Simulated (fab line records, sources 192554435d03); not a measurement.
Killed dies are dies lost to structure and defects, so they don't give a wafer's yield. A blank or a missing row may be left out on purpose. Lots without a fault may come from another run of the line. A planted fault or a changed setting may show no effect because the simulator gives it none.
A struck lot beside a sound one | flow n5_finfet | 17 steps out of a route of 1938
Sound: wafers L601.1, L601.4, L601.5. Struck: wafers L605.1, L605.3, L605.6. The cause comes at the end.
At each step with rows: each side's tool, then ch and its chambers, then its first start. Under that, the readings that differ: sound wafers | struck wafers | difference of the means | sigmas: that difference in standard deviations of wafers without a fault.
alike: readings whose means differ by less than 2 such deviations, and words and numbers that are the same on both sides. not compared: withheld readings, readings that some wafer has no value for, bounds like >300 that may hide the same value, and numbers for which the record gives no deviation and whose values overlap.
The two part at a step that has a row with sigmas, a row that says differs or no value, or rows on one side only. Numbers that don't overlap but have no deviation are shown without sigmas and don't part them. A reading that every wafer of one side lacks parts them only if that side has two wafers or more.

first, 2 steps without rows for these wafers: N5_SDB_PRECLEAN_23 (cleans in dHF, time 30 s); N5_SDB_DUMMY_REMOVE_24 (chemistry TMAH, target poly-Si, stops on SiO2, target depth 142 nm, time 57 s, rinse time 30 s).
N5_SDB_ETCH_25: etches SiO2 in C4F6/O2, target depth 10 nm, time 3.3 s.
  sound on rie_diel-02 ch 0,1,3, day 7 11:25; struck on rie_diel-02 ch 0,1,2, day 8 01:26
  alike: O2_flow_sccm, drypump_motor_current_A, oes_product_au, rf_vpp_V, showerhead_plenum_p_Torr, throttle_valve_pct
  not compared: rf_hours_counter_h
N5_SDB_CUT_ETCH_26: etches Si in HBr/Cl2/O2, target depth 129.6 nm, bt time 20 s, time 51.8 s.
  sound on rie_si-01 ch 0,1,3, day 7 11:30; struck on rie_si-01 ch 1,2, day 8 01:32
  alike: O2_flow_sccm, drypump_motor_current_A, oes_product_au, throttle_valve_pct
  not compared: rf_hours_counter_h
then, 3 steps without rows for these wafers: N5_SDB_PRECLEAN_38 (cleans in dHF, time 10 s); N5_SDB_PRECLEAN_39 (cleans in O3/DIW, time 45 s); N5_SDB_SRD_28 (time 30 s).
N5_SDB_ALD_29: deposits SiNx, target thk 30 nm, pulse time 1 s, ald cycles 600.
  sound on ald_sin-04 ch 2,3, day 7 11:55; struck on ald_sin-04 ch 0,2,3, day 8 01:43
  alike: heater_power_w, precursor_pulse_height_rel
  not compared: since_wet_clean_h
N5_SDB_CMP_30: polishes, stops on poly-Si, t overpolish 1.54 s, target thk 30 nm.
  sound on cmp-02 ch 2,3, day 7 14:39; struck on cmp-03 ch 2,3, day 8 04:26
  alike: motor_current_A, overpolish_run_s, time_to_endpoint_s
N5_SDB_THK_MEAS_31:
  sound on film_metro-01, day 7 14:56; struck on film_metro-02, day 8 04:45
  alike: SDB_THK
N5_DUMMY_REMOVAL_HM_STRIP_01: strips SiNx in CH3F/O2, stops on poly-Si, target depth 4 nm, time 6.8 s.
  sound on rie_diel-01 ch 0,1,2, day 7 15:11; struck on rie_diel-03 ch 0,2,3, day 8 04:49
  reading                     | sound       | struck      | difference | sigmas
  drypump_motor_current_A (A) | 6.3 6.4 6.7 | 5.4 5.6 5.0 | -1.1       | -2
  alike: CH3F_flow_sccm, O2_flow_sccm, oes_product_au, rf_vpp_V, showerhead_plenum_p_Torr, throttle_valve_pct
  not compared: rf_hours_counter_h
N5_DUMMY_REMOVAL_STRIP_10: strips in N2/H2, time 40 s.
  sound on rie_diel-01 ch 0,1,2, day 7 15:13; struck on rie_diel-03 ch 0,2,3, day 8 04:51
  no value came back on the struck wafers for any of 8 readings (bias_power_w (W), chamber_pressure_mTorr (mTorr) and others); on the sound wafers bias_power_w (W) reads 2.997 3.009 3.005
  not compared: rf_hours_counter_h
then, 3 steps without rows for these wafers: N5_DUMMY_REMOVAL_PRECLEAN_07 (cleans in dHF, time 30 s); N5_DUMMY_REMOVAL_DUMMY_REMOVE_02 (chemistry TMAH, target poly-Si, stops on SiO2, target depth 142 nm, time 57 s, rinse time 30 s); N5_DUMMY_REMOVAL_PRECLEAN_08 (cleans in NF3:NH3, afs cycles 2, time 20 s, sublimation time 60 s).
N5_BEOL_M4_RC_MEAS_101:
  the record has rows for the sound wafers here (prober-01 ch 0, day 13 07:44) and none for the struck ones
N5_PASSIVATION_PROBE_49:
  the record has rows for the sound wafers here (prober-02, day 17 19:05) and none for the struck ones

WHERE THEY PART
First at N5_DUMMY_REMOVAL_HM_STRIP_01; last, within this record, at N5_PASSIVATION_PROBE_49.

WHY: what the simulator had put in
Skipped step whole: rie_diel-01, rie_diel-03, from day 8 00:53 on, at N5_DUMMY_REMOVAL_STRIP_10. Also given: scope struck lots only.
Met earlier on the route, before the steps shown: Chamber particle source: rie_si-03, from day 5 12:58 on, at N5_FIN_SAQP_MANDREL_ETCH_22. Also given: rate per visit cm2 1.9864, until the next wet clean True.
